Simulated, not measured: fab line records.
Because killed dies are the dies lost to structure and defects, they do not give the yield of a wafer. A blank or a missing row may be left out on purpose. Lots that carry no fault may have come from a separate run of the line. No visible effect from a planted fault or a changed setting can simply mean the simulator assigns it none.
Which tool is to blame? :: flow nand harc :: 30 wafers from 10 lots sampled at 2 of the route's 1302 steps

WHAT THE GAUGES READ, wafer by wafer
NHARC_A_CHANNEL_HOLE_D1_CD_MEAS_10: the cd target is 100 nm.
lot: L361
measured: day 8 18:54
on: cd sem-01
cd nm (nm): 99.7 99.8 100.3

lot: L362
measured: day 8 18:43
on: cd sem-01
cd nm (nm): 100.1 98.8 99.5

lot: L363
measured: day 9 14:13
on: cd sem-03
cd nm (nm): 99.3 99.9 99.6

lot: L367
measured: day 10 16:34
on: cd sem-03
cd nm (nm): 100.1 100.0 99.7

lot: L366
measured: day 10 16:25
on: cd sem-03
cd nm (nm): 99.7 100.0 99.1

lot: L374
measured: day 13 16:11
on: cd sem-02
cd nm (nm): 91.2 92.1 91.6

lot: L376
measured: day 14 13:57
on: cd sem-03
cd nm (nm): 94.0 92.8 93.1

lot: L380
measured: day 16 02:04
on: cd sem-03
cd nm (nm): 98.5 99.9 100.1

lot: L383
measured: day 17 21:13
on: cd sem-03
cd nm (nm): 100.4 99.3 100.1

lot: L384
measured: day 18 06:52
on: cd sem-03
cd nm (nm): 100.7 99.5 99.3

EACH LOT AND THE TOOL THAT RAN IT (in order: tool; ch and the chambers of the sampled wafers; start)
lot: L361
NHARC_A_CHANNEL_HOLE_D1_EXPOSE_07: arfi scanner-01 ch 0, day 8 18:46

lot: L362
NHARC_A_CHANNEL_HOLE_D1_EXPOSE_07: arfi scanner-03 ch 0, day 8 18:35

lot: L363
NHARC_A_CHANNEL_HOLE_D1_EXPOSE_07: arfi scanner-03 ch 0, day 9 14:05

lot: L367
NHARC_A_CHANNEL_HOLE_D1_EXPOSE_07: arfi scanner-02 ch 0, day 10 16:26

lot: L366
NHARC_A_CHANNEL_HOLE_D1_EXPOSE_07: arfi scanner-01 ch 0, day 10 16:17

lot: L374
NHARC_A_CHANNEL_HOLE_D1_EXPOSE_07: arfi scanner-02 ch 0, day 13 16:03

lot: L376
NHARC_A_CHANNEL_HOLE_D1_EXPOSE_07: arfi scanner-02 ch 0, day 14 13:49

lot: L380
NHARC_A_CHANNEL_HOLE_D1_EXPOSE_07: arfi scanner-03 ch 0, day 16 01:56

lot: L383
NHARC_A_CHANNEL_HOLE_D1_EXPOSE_07: arfi scanner-01 ch 0, day 17 21:04

lot: L384
NHARC_A_CHANNEL_HOLE_D1_EXPOSE_07: arfi scanner-03 ch 0, day 18 06:44
- NHARC_A_CHANNEL_HOLE_D1_EXPOSE_07: exposes mask HOLE D1, target cd 100 nm.

THE ANSWER, worked out from the rows above alone
Rule: the usual values come from the lots themselves. The widest of any qualifying gaps counts: lots, ordered by their means at a reading, are off when they make up no more than a third of the lots, leave a main group of 4 or more, and stand apart from it by 3 or more times the standard deviation of that group's means. The tables above print the reading to a certain number of digits; a main group whose means all agree to those digits is not used. A lot without any number at a reading at which 4 lots or more have one is off too. Any other lot the step has rows for is counted as sound.
Off: L374, L376, at NHARC_A_CHANNEL_HOLE_D1_CD_MEAS_10 (cd nm). Main group: mean 99.7 nm, sd 0.19.
A tool fits if, at a process step before that reading, it ran every lot that is off, and no sound lot after the first of them. Gauges at NHARC_A_CHANNEL_HOLE_D1_CD_MEAS_10: tried the same way as those tools. One candidate fits, namely arfi scanner-02 at NHARC_A_CHANNEL_HOLE_D1_EXPOSE_07. A fault onset in the window from L367 (day 10 16:26, its last sound lot) to L374 (day 13 16:03, its first lot off) fits.

WHAT WAS PUT IN BY THE SIMULATOR
Process parameter drift: arfi scanner-02, from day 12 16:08 on, at NHARC_A_CHANNEL_HOLE_D1_EXPOSE_07. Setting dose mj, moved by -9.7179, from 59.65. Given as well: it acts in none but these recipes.
Struck lots among those shown: L374, L376. The rule above reached the same finding.
